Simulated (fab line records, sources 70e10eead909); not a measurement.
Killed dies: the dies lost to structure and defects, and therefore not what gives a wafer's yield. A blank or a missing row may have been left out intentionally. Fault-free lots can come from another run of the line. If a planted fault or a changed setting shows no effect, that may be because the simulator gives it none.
A lot that was struck, set against a sound lot :: flow nand-harc :: 15 out of 1302 route steps
Sound: these wafers, L594.1, L594.5, L594.6. Wafers struck: L605.2, L605.4, L605.5. Last of all comes the cause.
At each step with rows: each side's tool, then ch and its chambers, then its first start. Under that, the readings that differ: sound wafers :: struck wafers :: difference of the means :: sigmas: that difference in standard deviations of wafers without a fault.
alike: words and numbers the same on both sides, and readings whose means are apart by under 2 such deviations; not compared: readings that were withheld, readings missing a value for some wafer, numbers with overlapping values and no deviation given by the record, and bounds like >300 which may hide the same value.
Wherever a step has rows on one side only, a row that says differs or no value, or a row with sigmas, the two part there. Numbers that don't overlap but have no deviation are shown without sigmas and don't part them. A reading missing from all wafers of one side parts the sides only when that side holds two or more wafers.

NHARC_P_M1_OVL_MEAS_10: pitch 260 nm.
  sound on overlay-01 at day 8 11:59; struck on overlay-01 at day 12 22:53
  alike: overlay-x-nm, overlay-y-nm
NHARC_P_M1_INSPECT_11:
  sound on defect-inspect-02 at day 8 12:01; struck on defect-inspect-01 at day 12 22:55
  alike: raw-defect-count
NHARC_P_M1_DESCUM_14: chemistry O2, time 3 s.
  sound on rie-diel-11 ch 0,1,2, day 8 12:07; struck on rie-diel-11 ch 1,2,3, day 12 22:59
  alike: chamber-pressure-mTorr, drypump-motor-current-A, oes-product-au, rf-vpp-V, showerhead-plenum-p-Torr, throttle-valve-pct
  not compared: rf-hours-counter-h
then, 1 step without rows for these wafers: NHARC_P_M1_ETCH_35 (etches the open film in N2/H2, target depth 40 nm, overetch 12 nm, time 43.94 s).
NHARC_P_M1_ETCH_15: etches the open film in C4F8/Ar, target depth 182.5 nm, time 91.2 s.
  sound on rie-diel-11 ch 0,1,2; struck on rie-diel-11 ch 0,1,3
  alike: bias-w, chamber-pressure-mTorr, oes-product-au, rf-vpp-V
  not compared: rf-hours-counter-h
NHARC_P_M1_CD_MEAS_16:
  sound on cd-sem-01 at day 8 12:23; struck on cd-sem-03 at day 12 23:17
  alike: cd-nm
then, 1 step without rows for these wafers: NHARC_P_M1_STRIP_18 (strips in N2/H2).
NHARC_P_M1_ETCH_28: etches the open film in CF4/N2, target depth 30 nm, time 72.99 s.
  sound on rie-diel-03 ch 0,3; struck on rie-diel-04 ch 2,3
  alike: bias-w, chamber-pressure-mTorr, drypump-motor-current-A, oes-product-au, rf-vpp-V, showerhead-plenum-p-Torr, throttle-valve-pct
  not compared: rf-hours-counter-h
then, 2 steps without rows for these wafers: NHARC_P_M1_STRIP_19 (strips in post etch residue remover, time 600 s); NHARC_P_M1_DEGAS_29 (time 60 s).
NHARC_P_M1_PRE_CLEAN_30: time 30 s.
  sound on pvd-sputter-01; struck on pvd-sputter-01
  alike: heater-power-w
NHARC_P_M1_PVD_20: deposits TaN, target thk 5 nm, time 8.06 s.
  sound on pvd-sputter-01; struck on pvd-sputter-01
reading: bias-v (V)
sound: 170.0 168.1 169.8
struck: 164.5 165.4 166.5
difference: -3.8
sigmas: -2
  alike: cathode-dc-power-W, throttle-valve-pct
NHARC_P_M1_PVD_21: deposits Cu, target thk 30 nm, time 20.49 s.
  sound on pvd-sputter-01 at day 8 13:19; struck on pvd-sputter-01 at day 13 00:14
  no value came back on the struck wafers for cathode-dc-power-W (W), chamber-pressure-pa (Pa), throttle-valve-pct (%); on the sound wafers cathode-dc-power-W (W) reads 4999.0 5000.0 5001.5
then, 2 steps without rows for these wafers: NHARC_P_M1_ECD_22 (material Cu, target thk 400 nm); NHARC_END_SORT_01.

== WHERE THEY PART ==
Earliest at NHARC_P_M1_PVD_20; latest, in this record, at NHARC_P_M1_PVD_21.

WHY: the cause the simulator had injected
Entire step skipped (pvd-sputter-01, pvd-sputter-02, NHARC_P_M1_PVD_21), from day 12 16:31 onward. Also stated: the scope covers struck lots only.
